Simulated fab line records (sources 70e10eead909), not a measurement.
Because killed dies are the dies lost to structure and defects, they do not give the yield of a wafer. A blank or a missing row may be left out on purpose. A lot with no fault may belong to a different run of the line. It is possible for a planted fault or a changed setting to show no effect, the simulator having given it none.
Which tool is to blame? / flow nand-harc / 14 lots, 42 wafers sampled, at 4 steps of a route of 1302

## WHAT EACH GAUGE READ, for each wafer
NHARC_A_ZERO_WELL_CD_MEAS_10: the cd target is 2000 nm.
lot=L929; measured=day 6 12:03; on=cd-sem-02; cd-nm (nm)=1998.4 1996.9 1999.9
lot=L931; measured=day 7 18:34; on=cd-sem-01; cd-nm (nm)=2000.5 1999.7 1997.4
lot=L934; measured=day 9 00:29; on=cd-sem-01; cd-nm (nm)=1997.8 1995.5 1999.6
lot=L935; measured=day 9 02:29; on=cd-sem-01; cd-nm (nm)=2002.9 1996.5 1999.9
lot=L936; measured=day 9 15:58; on=cd-sem-03; cd-nm (nm)=1995.8 1997.3 1996.9
lot=L938; measured=day 10 14:43; on=cd-sem-01; cd-nm (nm)=2002.8 2001.2 1998.9
lot=L939; measured=day 11 01:30; on=cd-sem-02; cd-nm (nm)=1995.7 2001.2 1997.7
lot=L940; measured=day 11 10:13; on=cd-sem-01; cd-nm (nm)=2000.5 2002.0 2002.5
lot=L941; measured=day 11 13:58; on=cd-sem-02; cd-nm (nm)=2001.2 1996.9 2000.0
lot=L943; measured=day 13 02:49; on=cd-sem-03; cd-nm (nm)=1996.8 2001.9 2001.6
lot=L946; measured=day 14 02:50; on=cd-sem-03; cd-nm (nm)=2002.2 2000.5 2000.6
lot=L950; measured=day 15 07:29; on=cd-sem-01; cd-nm (nm)=1999.2 1995.8 1999.5
lot=L951; measured=day 15 17:39; on=cd-sem-01; cd-nm (nm)=1997.0 1993.3 1994.5
lot=L952; measured=day 16 12:32; on=cd-sem-01; cd-nm (nm)=1997.1 1999.6 2000.0

NHARC_A_ONON_D1_THK_MEAS_11: measures by ellipsometry.
lot=L929; measured=day 7 11:23; on=film-metro-01; thk-nm (nm)=1004 1007 1004
lot=L931; measured=day 8 19:39; on=film-metro-02; thk-nm (nm)=1008 1006 1006
lot=L934; measured=day 10 00:11; on=film-metro-02; thk-nm (nm)=989 989 988
lot=L935; measured=day 10 00:13; on=film-metro-01; thk-nm (nm)=1021 1021 1019
lot=L936; measured=day 10 16:14; on=film-metro-01; thk-nm (nm)=1000 998 999
lot=L938; measured=day 11 17:54; on=film-metro-01; thk-nm (nm)=1007 1007 1007
lot=L939; measured=day 12 04:40; on=film-metro-02; thk-nm (nm)=981 978 983
lot=L940; measured=day 12 11:55; on=film-metro-01; thk-nm (nm)=998 998 996
lot=L941; measured=day 12 12:15; on=film-metro-01; thk-nm (nm)=1004 1002 1004
lot=L943; measured=day 14 04:19; on=film-metro-02; thk-nm (nm)=1009 914 1010
lot=L946; measured=day 15 06:31; on=film-metro-02; thk-nm (nm)=1017 1016 922
lot=L950; measured=day 16 08:04; on=film-metro-01; thk-nm (nm)=996 996 996
lot=L951; measured=day 16 17:16; on=film-metro-01; thk-nm (nm)=994 993 993
lot=L952; measured=day 17 12:34; on=film-metro-01; thk-nm (nm)=994 993 994

NHARC_A_ONON_D1_INSPECT_32.
lot=L929; measured=day 7 22:55; on=defect-inspect-02; raw-defect-count=81 102 94
lot=L931; measured=day 9 08:37; on=defect-inspect-01; raw-defect-count=45 91 96
lot=L934; measured=day 10 12:34; on=defect-inspect-01; raw-defect-count=91 94 81
lot=L935; measured=day 10 12:32; on=defect-inspect-01; raw-defect-count=64 69 43
lot=L936; measured=day 11 06:49; on=defect-inspect-01; raw-defect-count=61 64 80
lot=L938; measured=day 12 05:05; on=defect-inspect-02; raw-defect-count=78 63 127
lot=L939; measured=day 12 15:48; on=defect-inspect-02; raw-defect-count=91 45 47
lot=L940; measured=day 12 23:38; on=defect-inspect-02; raw-defect-count=97 75 113
lot=L941; measured=day 12 23:38; on=defect-inspect-01; raw-defect-count=106 51 75
lot=L943; measured=day 14 16:18; on=defect-inspect-01; raw-defect-count=93 41 87
lot=L946; measured=day 15 18:49; on=defect-inspect-02; raw-defect-count=43 52 43
lot=L950; measured=day 16 19:10; on=defect-inspect-02; raw-defect-count=46 33 42
lot=L951; measured=day 17 06:10; on=defect-inspect-02; raw-defect-count=73 90 84
lot=L952; measured=day 18 04:05; on=defect-inspect-02; raw-defect-count=62 117 68

## TOOL THAT RAN EACH LOT (tool first, then ch and the chambers of the sampled wafers, then the start)
lot=L929; NHARC_A_ONON_D1_DEP_09=pecvd-onon-02 ch 0, day 7 10:52
lot=L931; NHARC_A_ONON_D1_DEP_09=pecvd-onon-04 ch 0, day 8 19:08
lot=L934; NHARC_A_ONON_D1_DEP_09=pecvd-onon-01 ch 0, day 9 23:47
lot=L935; NHARC_A_ONON_D1_DEP_09=pecvd-onon-04 ch 0, day 9 23:41
lot=L936; NHARC_A_ONON_D1_DEP_09=pecvd-onon-04 ch 0, day 10 15:47
lot=L938; NHARC_A_ONON_D1_DEP_09=pecvd-onon-01 ch 0, day 11 17:23
lot=L939; NHARC_A_ONON_D1_DEP_09=pecvd-onon-01 ch 0, day 12 04:10
lot=L940; NHARC_A_ONON_D1_DEP_09=pecvd-onon-02 ch 0, day 12 11:27
lot=L941; NHARC_A_ONON_D1_DEP_09=pecvd-onon-04 ch 0, day 12 11:44
lot=L943; NHARC_A_ONON_D1_DEP_09=pecvd-onon-02 ch 0, day 14 03:48
lot=L946; NHARC_A_ONON_D1_DEP_09=pecvd-onon-02 ch 0, day 15 06:10
lot=L950; NHARC_A_ONON_D1_DEP_09=pecvd-onon-04 ch 0, day 16 07:33
lot=L951; NHARC_A_ONON_D1_DEP_09=pecvd-onon-04 ch 0, day 16 16:44
lot=L952; NHARC_A_ONON_D1_DEP_09=pecvd-onon-01 ch 0, day 17 12:04
- NHARC_A_ONON_D1_DEP_09: target thk 1000 nm.

## AS READ BY THE TOOLS THEMSELVES (means over the sampled wafers that have a number; for cases with no such wafer, the mark the record gives instead)
NHARC_A_ONON_D1_DEP_09.
lot=L929; tool=pecvd-onon-02; nh3-flow-sccm (sccm)=498.7
lot=L931; tool=pecvd-onon-04; nh3-flow-sccm (sccm)=499.3
lot=L934; tool=pecvd-onon-01; nh3-flow-sccm (sccm)=500.1
lot=L935; tool=pecvd-onon-04; nh3-flow-sccm (sccm)=498.5
lot=L936; tool=pecvd-onon-04; nh3-flow-sccm (sccm)=500.7
lot=L938; tool=pecvd-onon-01; nh3-flow-sccm (sccm)=498.6
lot=L939; tool=pecvd-onon-01; nh3-flow-sccm (sccm)=497.4
lot=L940; tool=pecvd-onon-02; nh3-flow-sccm (sccm)=500.0
lot=L941; tool=pecvd-onon-04; nh3-flow-sccm (sccm)=500.4
lot=L943; tool=pecvd-onon-02; nh3-flow-sccm (sccm)=499.7
lot=L946; tool=pecvd-onon-02; nh3-flow-sccm (sccm)=499.1
lot=L950; tool=pecvd-onon-04; nh3-flow-sccm (sccm)=499.8
lot=L951; tool=pecvd-onon-04; nh3-flow-sccm (sccm)=500.4
lot=L952; tool=pecvd-onon-01; nh3-flow-sccm (sccm)=498.7

## THE ANSWER, worked out from the rows above alone
Rule: the lots themselves supply what counts as usual. The widest of any qualifying gaps counts: lots, ordered by their means at a reading, are off when they make up no more than a third of the lots, leave a main group of 4 or more, and stand apart from it by 3 or more times the standard deviation of that group's means. Not used: any main group whose means are identical at the precision the tables above print for the reading. Also off: a lot with no number at a reading for which 4 or more lots have one. Any other lot the step has rows for is counted as sound. Order of review: gauges by route order, followed by the tools' own readings, for which a lot's mean as printed above is used. The first step at which some lot is off is used, and at that step the reading that is off furthest; a lot without a number counts as furthest.
None of the lots is off at any reading shown; this tells nothing.

## WHAT THE SIMULATOR HAD INSERTED
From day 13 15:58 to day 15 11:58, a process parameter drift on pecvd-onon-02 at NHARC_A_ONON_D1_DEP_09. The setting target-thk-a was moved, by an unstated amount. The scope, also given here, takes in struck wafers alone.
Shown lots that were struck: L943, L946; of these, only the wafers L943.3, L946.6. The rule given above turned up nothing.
